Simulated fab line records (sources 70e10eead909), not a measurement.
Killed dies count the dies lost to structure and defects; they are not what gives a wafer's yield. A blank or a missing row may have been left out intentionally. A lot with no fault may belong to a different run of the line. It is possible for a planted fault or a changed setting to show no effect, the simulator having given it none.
Which tool did it? || flow nand-harc || 15 lots with 45 wafers sampled at 4 steps, on a route of 1159 steps

WHAT THE GAUGES READ, wafer by wafer
NHARC_P_M0_INSPECT_11. Usual: raw-defect-count 3.6, standard deviation 2.4.
{"lot": "L627", "measured": "day 5 20:17", "on": "defect-inspect-01", "raw-defect-count": "8 3 6", "flag": ""}
{"lot": "L629", "measured": "day 6 14:14", "on": "defect-inspect-01", "raw-defect-count": "6 4 8", "flag": ""}
{"lot": "L633", "measured": "day 7 09:55", "on": "defect-inspect-02", "raw-defect-count": "2 2 0", "flag": ""}
{"lot": "L636", "measured": "day 8 02:05", "on": "defect-inspect-02", "raw-defect-count": "3 1 2", "flag": ""}
{"lot": "L634", "measured": "day 8 03:04", "on": "defect-inspect-01", "raw-defect-count": "2 3 8", "flag": ""}
{"lot": "L635", "measured": "day 8 08:15", "on": "defect-inspect-02", "raw-defect-count": "7 7 6", "flag": ""}
{"lot": "L638", "measured": "day 8 13:13", "on": "defect-inspect-02", "raw-defect-count": "1 0 6", "flag": ""}
{"lot": "L637", "measured": "day 8 13:34", "on": "defect-inspect-01", "raw-defect-count": "6 10 10", "flag": ""}
{"lot": "L639", "measured": "day 9 07:32", "on": "defect-inspect-02", "raw-defect-count": "6 2 2", "flag": ""}
{"lot": "L642", "measured": "day 9 21:29", "on": "defect-inspect-02", "raw-defect-count": "1 1 6", "flag": ""}
{"lot": "L643", "measured": "day 9 22:34", "on": "defect-inspect-01", "raw-defect-count": "0 2 2", "flag": ""}
{"lot": "L645", "measured": "day 10 04:04", "on": "defect-inspect-01", "raw-defect-count": "7 6 2", "flag": ""}
{"lot": "L644", "measured": "day 10 06:24", "on": "defect-inspect-01", "raw-defect-count": "5 4 2", "flag": ""}
{"lot": "L646", "measured": "day 10 11:43", "on": "defect-inspect-01", "raw-defect-count": "3 6 0", "flag": ""}
{"lot": "L647", "measured": "day 10 23:56", "on": "defect-inspect-01", "raw-defect-count": "1 1 4", "flag": ""}

NHARC_P_M1_OVL_MEAS_10: pitch 260 nm. Usual: overlay-x-nm 0.0 nm, standard deviation 0.79; overlay-y-nm -0.1 nm, standard deviation 0.75.
{"lot": "L627", "measured": "day 6 00:23", "on": "overlay-01", "overlay-x-nm (nm)": "0.5 0.4 0.9", "overlay-y-nm (nm)": "-1.9 -1.0 -1.8", "flag": ""}
{"lot": "L629", "measured": "day 6 18:18", "on": "overlay-01", "overlay-x-nm (nm)": "0.2 0.5 0.0", "overlay-y-nm (nm)": "0.7 0.4 0.6", "flag": ""}
{"lot": "L633", "measured": "day 7 13:57", "on": "overlay-02", "overlay-x-nm (nm)": "-1.0 -0.7 -0.7", "overlay-y-nm (nm)": "-0.1 -0.4 -0.7", "flag": ""}
{"lot": "L636", "measured": "day 8 06:08", "on": "overlay-02", "overlay-x-nm (nm)": "-0.4 -0.2 -0.3", "overlay-y-nm (nm)": "0.2 0.0 0.1", "flag": ""}
{"lot": "L634", "measured": "day 8 07:07", "on": "overlay-01", "overlay-x-nm (nm)": "0.2 0.3 0.4", "overlay-y-nm (nm)": "-0.3 -0.3 -0.2", "flag": ""}
{"lot": "L635", "measured": "day 8 12:19", "on": "overlay-02", "overlay-x-nm (nm)": "-0.5 -0.6 -1.1", "overlay-y-nm (nm)": "0.0 0.3 -0.4", "flag": ""}
{"lot": "L638", "measured": "day 8 17:28", "on": "overlay-02", "overlay-x-nm (nm)": "-0.1 -0.3 -0.4", "overlay-y-nm (nm)": "-0.8 -0.4 -1.1", "flag": ""}
{"lot": "L637", "measured": "day 8 17:49", "on": "overlay-01", "overlay-x-nm (nm)": "0.5 0.3 0.4", "overlay-y-nm (nm)": "0.1 1.1 0.5", "flag": ""}
{"lot": "L639", "measured": "day 9 12:15", "on": "overlay-02", "overlay-x-nm (nm)": "0.3 0.1 0.2", "overlay-y-nm (nm)": "-0.1 -0.3 0.0", "flag": ""}
{"lot": "L642", "measured": "day 10 01:40", "on": "overlay-01", "overlay-x-nm (nm)": "-0.2 0.1 -0.3", "overlay-y-nm (nm)": "0.2 0.4 0.4", "flag": ""}
{"lot": "L643", "measured": "day 10 02:53", "on": "overlay-02", "overlay-x-nm (nm)": "1.5 1.2 1.5", "overlay-y-nm (nm)": "-0.8 -0.8 -0.8", "flag": ""}
{"lot": "L645", "measured": "day 10 08:39", "on": "overlay-02", "overlay-x-nm (nm)": "-0.3 -0.7 -0.4", "overlay-y-nm (nm)": "-0.9 -0.5 -0.9", "flag": ""}
{"lot": "L644", "measured": "day 10 10:49", "on": "overlay-01", "overlay-x-nm (nm)": "-0.2 -0.2 -0.8", "overlay-y-nm (nm)": "0.2 0.0 0.4", "flag": ""}
{"lot": "L646", "measured": "day 10 15:54", "on": "overlay-02", "overlay-x-nm (nm)": "0.9 0.7 0.6", "overlay-y-nm (nm)": "-1.0 -0.7 -0.8", "flag": ""}
{"lot": "L647", "measured": "day 11 04:08", "on": "overlay-01", "overlay-x-nm (nm)": "1.6 1.0 0.6", "overlay-y-nm (nm)": "-1.0 -0.8 -0.9", "flag": ""}

EACH LOT AND THE TOOL THAT RAN IT (in order: tool; ch and the chambers of the sampled wafers; start)
{"lot": "L627", "NHARC_P_M0_PVD_21": "pvd-sputter-03, day 5 23:00 or earlier", "NHARC_P_M1_SOFTBAKE_04": "litho-track-04 ch 0, day 5 23:00"}
{"lot": "L629", "NHARC_P_M0_PVD_21": "pvd-sputter-02, day 6 17:00 or earlier", "NHARC_P_M1_SOFTBAKE_04": "litho-track-01 ch 0, day 6 17:00"}
{"lot": "L633", "NHARC_P_M0_PVD_21": "pvd-sputter-01, day 7 13:00 or earlier", "NHARC_P_M1_SOFTBAKE_04": "litho-track-01 ch 0, day 7 13:00"}
{"lot": "L636", "NHARC_P_M0_PVD_21": "pvd-sputter-03, day 8 05:00 or earlier", "NHARC_P_M1_SOFTBAKE_04": "litho-track-01 ch 0, day 8 05:00"}
{"lot": "L634", "NHARC_P_M0_PVD_21": "pvd-sputter-01, day 8 06:00 or earlier", "NHARC_P_M1_SOFTBAKE_04": "litho-track-01 ch 0, day 8 06:00"}
{"lot": "L635", "NHARC_P_M0_PVD_21": "pvd-sputter-03, day 8 11:00 or earlier", "NHARC_P_M1_SOFTBAKE_04": "litho-track-01 ch 0, day 8 11:00"}
{"lot": "L638", "NHARC_P_M0_PVD_21": "pvd-sputter-01, day 8 16:00 or earlier", "NHARC_P_M1_SOFTBAKE_04": "litho-track-01 ch 0, day 8 16:00"}
{"lot": "L637", "NHARC_P_M0_PVD_21": "pvd-sputter-03, day 8 17:00 or earlier", "NHARC_P_M1_SOFTBAKE_04": "litho-track-01 ch 0, day 8 17:00"}
{"lot": "L639", "NHARC_P_M0_PVD_21": "pvd-sputter-02, day 9 11:00 or earlier", "NHARC_P_M1_SOFTBAKE_04": "litho-track-04 ch 0, day 9 11:00"}
{"lot": "L642", "NHARC_P_M0_PVD_21": "pvd-sputter-03, day 10 01:00 or earlier", "NHARC_P_M1_SOFTBAKE_04": "litho-track-06 ch 0, day 10 01:00"}
{"lot": "L643", "NHARC_P_M0_PVD_21": "pvd-sputter-01, day 10 02:00 or earlier", "NHARC_P_M1_SOFTBAKE_04": "litho-track-04 ch 0, day 10 02:00"}
{"lot": "L645", "NHARC_P_M0_PVD_21": "pvd-sputter-03, day 10 08:00 or earlier", "NHARC_P_M1_SOFTBAKE_04": "litho-track-04 ch 0, day 10 08:00"}
{"lot": "L644", "NHARC_P_M0_PVD_21": "pvd-sputter-01, day 10 10:00 or earlier", "NHARC_P_M1_SOFTBAKE_04": "litho-track-04 ch 0, day 10 10:00"}
{"lot": "L646", "NHARC_P_M0_PVD_21": "pvd-sputter-02, day 10 15:00 or earlier", "NHARC_P_M1_SOFTBAKE_04": "litho-track-04 ch 0, day 10 15:00"}
{"lot": "L647", "NHARC_P_M0_PVD_21": "pvd-sputter-02, day 11 03:00 or earlier", "NHARC_P_M1_SOFTBAKE_04": "litho-track-04 ch 0, day 11 03:00"}
- NHARC_P_M0_PVD_21: deposits Cu, target thk 30 nm, time 20.49 s.
- NHARC_P_M1_SOFTBAKE_04: time 55 s.

WHAT THE TOOLS THEMSELVES READ (means of the sampled wafers that have a number; where no wafer has one, the mark that the record gives instead)
NHARC_P_M0_PVD_21. Usual: throttle-valve-pct 30.2 %, standard deviation 1.2.
{"lot": "L627", "tool": "pvd-sputter-03", "throttle-valve-pct (%)": 31.0, "flag": ""}
{"lot": "L629", "tool": "pvd-sputter-02", "throttle-valve-pct (%)": 29.9, "flag": ""}
{"lot": "L633", "tool": "pvd-sputter-01", "throttle-valve-pct (%)": 30.2, "flag": ""}
{"lot": "L636", "tool": "pvd-sputter-03", "throttle-valve-pct (%)": 30.5, "flag": ""}
{"lot": "L634", "tool": "pvd-sputter-01", "throttle-valve-pct (%)": 29.3, "flag": ""}
{"lot": "L635", "tool": "pvd-sputter-03", "throttle-valve-pct (%)": 30.6, "flag": ""}
{"lot": "L638", "tool": "pvd-sputter-01", "throttle-valve-pct (%)": 30.8, "flag": ""}
{"lot": "L637", "tool": "pvd-sputter-03", "throttle-valve-pct (%)": 30.5, "flag": ""}
{"lot": "L639", "tool": "pvd-sputter-02", "throttle-valve-pct (%)": 30.9, "flag": ""}
{"lot": "L642", "tool": "pvd-sputter-03", "throttle-valve-pct (%)": 30.3, "flag": ""}
{"lot": "L643", "tool": "pvd-sputter-01", "throttle-valve-pct (%)": 30.6, "flag": ""}
{"lot": "L645", "tool": "pvd-sputter-03", "throttle-valve-pct (%)": 31.3, "flag": ""}
{"lot": "L644", "tool": "pvd-sputter-01", "throttle-valve-pct (%)": 29.9, "flag": ""}
{"lot": "L646", "tool": "pvd-sputter-02", "throttle-valve-pct (%)": 30.1, "flag": ""}
{"lot": "L647", "tool": "pvd-sputter-02", "throttle-valve-pct (%)": 30.7, "flag": ""}

NHARC_P_M1_SOFTBAKE_04. Usual: heater-power-total-W 188.47 W, standard deviation 0.15; resist-line-temp-C 23.01 C, standard deviation 0.12.
{"lot": "L627", "tool": "litho-track-04", "heater-power-total-W (W)": 188.45, "resist-line-temp-C (C)": 23.18, "flag": ""}
{"lot": "L629", "tool": "litho-track-01", "heater-power-total-W (W)": 188.43, "resist-line-temp-C (C)": 22.88, "flag": ""}
{"lot": "L633", "tool": "litho-track-01", "heater-power-total-W (W)": 188.35, "resist-line-temp-C (C)": 23.06, "flag": ""}
{"lot": "L636", "tool": "litho-track-01", "heater-power-total-W (W)": 188.43, "resist-line-temp-C (C)": 23.01, "flag": ""}
{"lot": "L634", "tool": "litho-track-01", "heater-power-total-W (W)": 188.60, "resist-line-temp-C (C)": 23.05, "flag": ""}
{"lot": "L635", "tool": "litho-track-01", "heater-power-total-W (W)": 179.85, "resist-line-temp-C (C)": 23.14, "flag": "OFF"}
{"lot": "L638", "tool": "litho-track-01", "heater-power-total-W (W)": 180.01, "resist-line-temp-C (C)": 23.04, "flag": "OFF"}
{"lot": "L637", "tool": "litho-track-01", "heater-power-total-W (W)": 179.91, "resist-line-temp-C (C)": 23.03, "flag": "OFF"}
{"lot": "L639", "tool": "litho-track-04", "heater-power-total-W (W)": 188.54, "resist-line-temp-C (C)": 22.76, "flag": ""}
{"lot": "L642", "tool": "litho-track-06", "heater-power-total-W (W)": 188.61, "resist-line-temp-C (C)": 22.92, "flag": ""}
{"lot": "L643", "tool": "litho-track-04", "heater-power-total-W (W)": 188.47, "resist-line-temp-C (C)": 22.93, "flag": ""}
{"lot": "L645", "tool": "litho-track-04", "heater-power-total-W (W)": 188.68, "resist-line-temp-C (C)": 23.04, "flag": ""}
{"lot": "L644", "tool": "litho-track-04", "heater-power-total-W (W)": 188.41, "resist-line-temp-C (C)": 22.92, "flag": ""}
{"lot": "L646", "tool": "litho-track-04", "heater-power-total-W (W)": 188.46, "resist-line-temp-C (C)": 22.95, "flag": ""}
{"lot": "L647", "tool": "litho-track-04", "heater-power-total-W (W)": 188.48, "resist-line-temp-C (C)": 22.99, "flag": ""}

THE ANSWER, worked out from the rows above alone
Rule: a lot is off if the mean of its wafers that have a number lies more than 3 standard deviations from the usual mean. A lot without any number at a reading at which 4 lots or more have one is off too. Any other lot the step has rows for is counted as sound. After the gauges, taken in route order, come the tools' own readings; for these a lot's mean is taken, as printed above. The first step at which some lot is off is used, and at that step the reading that is off furthest; a lot without a number counts as furthest.
Off, at NHARC_P_M1_SOFTBAKE_04 on heater-power-total-W: L635, L638, L637.
A tool fits if, at that step or a process step before it, it ran every lot that is off, and no sound lot after the first of them. NHARC_P_M0_PVD_21: start missing for some lots; hours and lot order therefore follow NHARC_P_M1_SOFTBAKE_04. One candidate fits, namely litho-track-01 at NHARC_P_M1_SOFTBAKE_04. Its last sound lot is L634 (day 8 06:00), its first lot that is off L635 (day 8 11:00): a fault that began between those two fits.
On the lots that are off, the tool's own readings at NHARC_P_M1_SOFTBAKE_04 differ by more than 5 times the standard deviation of the sound lots' means, which bears it out; heater-power-total-W reads 179.92 W there versus 188.49 W on the sound lots.

WHAT THE SIMULATOR PUT IN
Drift in process parameters on litho-track-01 at NHARC_P_M1_SOFTBAKE_04, starting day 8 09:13. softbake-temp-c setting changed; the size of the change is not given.
Shown lots that were struck: L635, L638, L637. The rule above found the same.
